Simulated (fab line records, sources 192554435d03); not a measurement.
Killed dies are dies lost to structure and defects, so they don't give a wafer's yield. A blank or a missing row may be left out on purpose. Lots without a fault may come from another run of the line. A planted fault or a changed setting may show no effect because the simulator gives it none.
Split-lot experiment | flow n5_finfet | 7 lots, 39 wafers read, on a route of 1938 steps

THE SPLIT
At N5_BEOL_M2_ILD_DEP_00 (deposits SiOC from DEMS/O2, target thk 79 nm, time 15.3 s), the setting target_thk_a was moved away from the recipe's 790 angstrom on 15 of the 39 wafers read, by -58.5% to +36.5%. The other wafers ran this setting at the recipe's value.

The file shows no step between the split and the reading.

THE READING
M2_ILD_THK, in nm, at N5_BEOL_M2_THK_MEAS_01. Fault-free wafers of this fab line usually give 78.9 nm, standard deviation 1.1 nm.

wafer  | tool, chamber at the split | target_thk_a as run, angstrom | against the recipe | M2_ILD_THK, nm | against lot-mates on the recipe
L074.2 | pecvd-03, 1                | 790                           | recipe             | 77.4           | -
L074.4 | pecvd-03, 1                | 790                           | recipe             | 78.9           | -
L074.6 | pecvd-03, 1                | 790                           | recipe             | 77.5           | -
L076.1 | pecvd-03, 0                | 537.5                         | -32.0%             | 53.8           | -25.8
L076.2 | pecvd-03, 2                | 537.5                         | -32.0%             | 53.2           | -26.4
L076.3 | pecvd-03, 1                | 790                           | recipe             | 78.5           | -
L076.4 | pecvd-03, 0                | 790                           | recipe             | 81.4           | -
L076.5 | pecvd-03, 2                | 537.5                         | -32.0%             | 54.5           | -25.1
L076.6 | pecvd-03, 1                | 790                           | recipe             | 79.0           | -
L086.1 | pecvd-02, 2,0              | 790                           | recipe             | 78.6           | -
L086.2 | pecvd-02, 0                | 790                           | recipe             | 77.8           | -
L086.3 | pecvd-02, 1                | 790                           | recipe             | 78.3           | -
L086.4 | pecvd-02, 2,0              | 790                           | recipe             | 78.8           | -
L086.5 | pecvd-02, 2                | 790                           | recipe             | 79.5           | -
L086.6 | pecvd-02, 1                | 790                           | recipe             | 79.6           | -
L090.1 | pecvd-03, 1                | 328                           | -58.5%             | 31.7           | -46.7
L090.2 | pecvd-03, 2                | 790                           | recipe             | 77.3           | -
L090.3 | pecvd-03, 0                | 328                           | -58.5%             | 32.8           | -45.6
L090.4 | pecvd-03, 2                | 790                           | recipe             | 78.3           | -
L090.5 | pecvd-03, 0                | 790                           | recipe             | 79.7           | -
L090.6 | pecvd-03, 1                | 328                           | -58.5%             | 32.7           | -45.7
L093.1 | pecvd-02, 2                | 1078                          | +36.5%             | 107.8          | +28.6
L093.2 | pecvd-02, 0                | 790                           | recipe             | 77.8           | -
L093.3 | pecvd-02, 1                | 790                           | recipe             | 79.2           | -
L093.4 | pecvd-02, 2                | 1078                          | +36.5%             | 109.4          | +30.2
L093.5 | pecvd-02, 0                | 1078                          | +36.5%             | 108.7          | +29.5
L093.6 | pecvd-02, 1                | 790                           | recipe             | 80.7           | -
L092.1 | pecvd-02, 2                | 790                           | recipe             | 78.4           | -
L092.2 | pecvd-02, 0                | 790                           | recipe             | 77.7           | -
L092.3 | pecvd-02, 1                | 790                           | recipe             | 78.2           | -
L092.4 | pecvd-02, 2                | 1017                          | +28.7%             | 102.4          | +24.3
L092.5 | pecvd-02, 1                | 1017                          | +28.7%             | 102.6          | +24.5
L092.6 | pecvd-02, 0                | 1017                          | +28.7%             | 102.0          | +23.9
L096.1 | pecvd-02, 1                | 790                           | recipe             | 79.0           | -
L096.2 | pecvd-02, 2                | 790                           | recipe             | 79.2           | -
L096.3 | pecvd-02, 0                | 542                           | -31.4%             | 52.9           | -26.5
L096.4 | pecvd-02, 1,0              | 542                           | -31.4%             | 55.3           | -24.1
L096.5 | pecvd-02, 1,0              | 542                           | -31.4%             | 55.2           | -24.2
L096.6 | pecvd-02, 2                | 790                           | recipe             | 79.9           | -
Where a row lists several chambers, the file gives one row for several wafers and doesn't say which wafer went through which chamber.

THE FIT
A straight line over all 39 wafers: M2_ILD_THK changes by +0.798 nm for each +1% of target_thk_a; r = +1.00; the points scatter about the line by 0.97 nm.
The same after taking each lot's own level away (the mean of its wafers on the recipe; 39 wafers): +0.801 nm for each +1%; r = +1.00; scatter 0.88 nm.
On that fit, the largest move of target_thk_a shifts the reading by 47 nm.
The lots' own levels span 77.93 to 79.63 nm, that is 1.5 times the standard deviation above.
So the lot-to-lot level changes the slope little: the two slopes agree.
Check: with one of the wafers moved furthest among these (-58.5%) left out of the fit, the line predicts -46.7 nm for it against its lot-mates. It came out at -46.7 nm against them.

OTHER SPLITS ON THESE WAFERS
These wafers also went through other splits before the reading. Each is held against what the fit with the lots' levels taken away leaves over:
other split on the same wafers              | wafers away from the commonest value | r with M2_ILD_THK (lot level and that fit taken away)
N5_ZERO_LAYER_PECVD_02 time_s               | 18                                   | -0.12
N5_FIN_SAQP_HM_DEP_03 time_s                | 15                                   | +0.14
N5_SD_EPI_N_DESCUM_14 time_s                | 12                                   | +0.02
N5_MOL_CONTACT_COAG_ETCH_106 target_depth_a | 15                                   | +0.08
N5_BEOL_M0_SAQP_SPACER2_ETCHBACK_27 time_s  | 15                                   | -0.12

THE WHOLE CHAIN: every reading that the file lists as answering this split, in the file's order
step                   | what it does                                              | reading                                                                            | change (the file's fit)               | r (the file's)
N5_BEOL_M2_ILD_DEP_00  | deposits SiOC from DEMS/O2, target thk 79 nm, time 15.3 s | SiOC_of_BEOL_M2_ILD_DEP_00.thk_nm (the simulator's own value, which no gauge read) | +0.801 nm for each +1% of the setting | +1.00
N5_BEOL_M2_THK_MEAS_01 |                                                           | M2_ILD_THK                                                                         | +0.8 for each +1% of the setting      | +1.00

THE FILE'S OWN FIT
M2_ILD_THK changes by +0.8 nm for each +1% of target_thk_a, r = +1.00.
